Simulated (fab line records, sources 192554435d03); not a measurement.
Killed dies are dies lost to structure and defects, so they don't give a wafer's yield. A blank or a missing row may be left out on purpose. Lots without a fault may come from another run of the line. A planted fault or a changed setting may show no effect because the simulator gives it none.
Split-lot experiment | flow n5_finfet | 7 lots, 21 wafers read, on a route of 1938 steps

THE SPLIT
At N5_BEOL_M9_ETCH_66 (etches SOC in N2/H2, target depth 80 nm, overetch 16 nm, time 120 s), the setting bias_w was moved away from the recipe's 150 W on 5 of the 21 wafers read, by -6.7% to +15.8%. The other wafers ran this setting at the recipe's value.

The reading is taken at the split's own step.

THE READING
rf_vpp_V, in V, at N5_BEOL_M9_ETCH_66 (etches SOC in N2/H2, target depth 80 nm, overetch 16 nm, time 120 s). Fault-free wafers of this fab line usually give 524.4 V, standard deviation 2.7 V.

wafer  | tool, chamber at the split | bias_w as run, W | against the recipe | rf_vpp_V, V | against lot-mates on the recipe
L084.3 | rie_diel-06, 3             | 150              | recipe             | 526.0       | -
L084.4 | rie_diel-06, 2             | 173.7            | +15.8%             | 572.9       | +46.7
L084.5 | rie_diel-06, 1             | 150              | recipe             | 526.4       | -
L090.1 | rie_diel-02, 0             | 150              | recipe             | 528.3       | -
L090.2 | rie_diel-02, 3             | 150              | recipe             | 521.4       | -
L090.5 | rie_diel-02, 1             | 150              | recipe             | 526.0       | -
L088.1 | rie_diel-02, 2             | 150              | recipe             | 526.0       | -
L088.4 | rie_diel-02, 1             | 150              | recipe             | 526.9       | -
L088.5 | rie_diel-02, 3             | 150              | recipe             | 521.7       | -
L087.1 | rie_diel-02, 2             | 150              | recipe             | 526.2       | -
L087.5 | rie_diel-02, 0             | 150              | recipe             | 528.4       | -
L087.6 | rie_diel-02, 1             | 150              | recipe             | 525.6       | -
L096.3 | rie_diel-05, 1             | 150              | recipe             | 526.4       | -
L096.5 | rie_diel-05, 0             | 150              | recipe             | 521.0       | -
L096.6 | rie_diel-05, 3             | 150              | recipe             | 518.8       | -
L093.2 | rie_diel-05, 1             | 139.9            | -6.7%              | 502.3       | -19.9
L093.4 | rie_diel-05, 0             | 139.9            | -6.7%              | 497.7       | -24.5
L093.5 | rie_diel-05, 0             | 150              | recipe             | 522.2       | -
L095.1 | rie_diel-02, 2             | 141.3            | -5.8%              | 506.1       | -14.3
L095.2 | rie_diel-02, 1             | 141.3            | -5.8%              | 507.5       | -12.9
L095.5 | rie_diel-02, 3             | 150              | recipe             | 520.4       | -

THE FIT
A straight line over all 21 wafers: rf_vpp_V changes by +3.18 V for each +1% of bias_w; r = +0.98; the points scatter about the line by 3 V.
The same after taking each lot's own level away (the mean of its wafers on the recipe; 21 wafers): +2.93 V for each +1%; r = +0.98; scatter 2.5 V.
On that fit, the largest move of bias_w shifts the reading by 46 V.
The lots' own levels span 520.40 to 526.73 V, that is 2.3 times the standard deviation above.
So the lot-to-lot level changes the slope little: the two slopes agree.
Check: with one of the wafers moved furthest among these (+15.8%) left out of the fit, the line predicts +45.9 V for it against its lot-mates. It came out at +46.7 V against them.
Tool readings at the split's step, against how far the setting was moved: rf_vpp_V r = +0.98.

OTHER SPLITS ON THESE WAFERS
These wafers also went through other splits before the reading. Each is held against what the fit with the lots' levels taken away leaves over:
other split on the same wafers    | wafers away from the commonest value | r with rf_vpp_V (lot level and that fit taken away)
N5_BEOL_M9_ILD_DEP_00 time_s      | 9                                    | -0.09
N5_BEOL_M9_HM_DEP_02 target_thk_a | 7                                    | -0.05

THE FILE'S OWN FIT
rf_vpp_V changes by +2.94 V for each +1% of bias_w, r = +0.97.
